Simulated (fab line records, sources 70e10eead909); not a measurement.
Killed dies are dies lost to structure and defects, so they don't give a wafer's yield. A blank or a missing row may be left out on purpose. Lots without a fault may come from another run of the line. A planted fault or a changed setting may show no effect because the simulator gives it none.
Chamber matching | flow nand_harc | NHARC_A_STAIRCASE_DESCUM_443 on rie_diel-11: 4 sister chambers
The step chemistry O2, time 3 s. 14 wafers are shown with their chamber, then 7 later ones without.

WAFERS WITH THEIR CHAMBER
wafer  | chamber | drypump_motor_current_A (A) | showerhead_plenum_p_Torr (Torr) | rf_vpp_V (V)
L078.4 | 2       | 5.6                         | 1.95                            | 57.5
L078.5 | 3       | 6.1                         | 1.79                            | 56.0
L078.6 | 0       | 6.5                         | 1.84                            | 57.6
L079.1 | 1       | 5.7                         | 1.92                            | 58.5
L079.4 | 3       | 6.1                         | 1.79                            | 57.7
L079.6 | 0       | 6.5                         | 1.84                            | 57.0
L081.3 | 3       | 6.1                         | 1.79                            | 56.6
L081.4 | 0       | 6.5                         | 1.84                            | 58.2
L081.5 | 2       | 5.6                         | 1.94                            | 56.1
L084.3 | 1       | 5.7                         | 1.91                            | 58.9
L084.4 | 2       | 5.6                         | 1.94                            | 57.7
L084.6 | 1       | 5.7                         | 1.91                            | 57.5
L093.2 | 0       | 6.5                         | 1.82                            | 58.4
L093.4 | 1       | 5.6                         | 1.90                            | 58.5

SIGNATURES (means of the wafers above)
reading                  | chamber 0 | chamber 1 | chamber 2 | chamber 3 | scatter within a chamber
drypump_motor_current_A  | 6.500     | 5.675     | 5.600     | 6.100     | 0.0274
showerhead_plenum_p_Torr | 1.8350    | 1.9100    | 1.9433    | 1.7900    | 0.00753
rf_vpp_V                 | 57.800    | 58.350    | 57.100    | 56.767    | 0.726
Rule: a wafer's distance from a chamber is the root of the sum, over the readings, of the square of ((its reading less the chamber's mean) divided by the reading's scatter). The wafer belongs to the nearest chamber; if the next one is less than 2 further off, it can't be placed. The scatter: the root of (the sum of the squares of (reading less its chamber's mean) over the shown wafers, divided by (wafers less chambers)).

WAFERS WITHOUT THEIR CHAMBER
wafer  | drypump_motor_current_A (A) | showerhead_plenum_p_Torr (Torr) | rf_vpp_V (V)
L093.6 | 6.5                         | 1.83                            | 58.8
L095.2 | 6.1                         | 2.07                            | 57.9
L095.4 | 5.6                         | 1.93                            | 57.4
L095.6 | 6.1                         | 2.07                            | 58.8
L097.1 | 5.7                         | 1.90                            | 58.0
L097.4 | 5.7                         | 1.90                            | 58.0
L097.5 | 5.6                         | 1.92                            | 58.3

WHICH CHAMBER EACH WENT THROUGH
wafer  | from the rows above     | in truth
L093.6 | 0                       | 0
L095.2 | can't be placed: 2 or 1 | 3
L095.4 | 2                       | 2
L095.6 | can't be placed: 2 or 1 | 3
L097.1 | 1                       | 1
L097.4 | 1                       | 1
L097.5 | can't be placed: 1 or 2 | 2
Placed correctly: 4 of 7. Can't be placed from these rows: 3 (the true chamber is among the candidates in 1). Placed wrongly: 0.
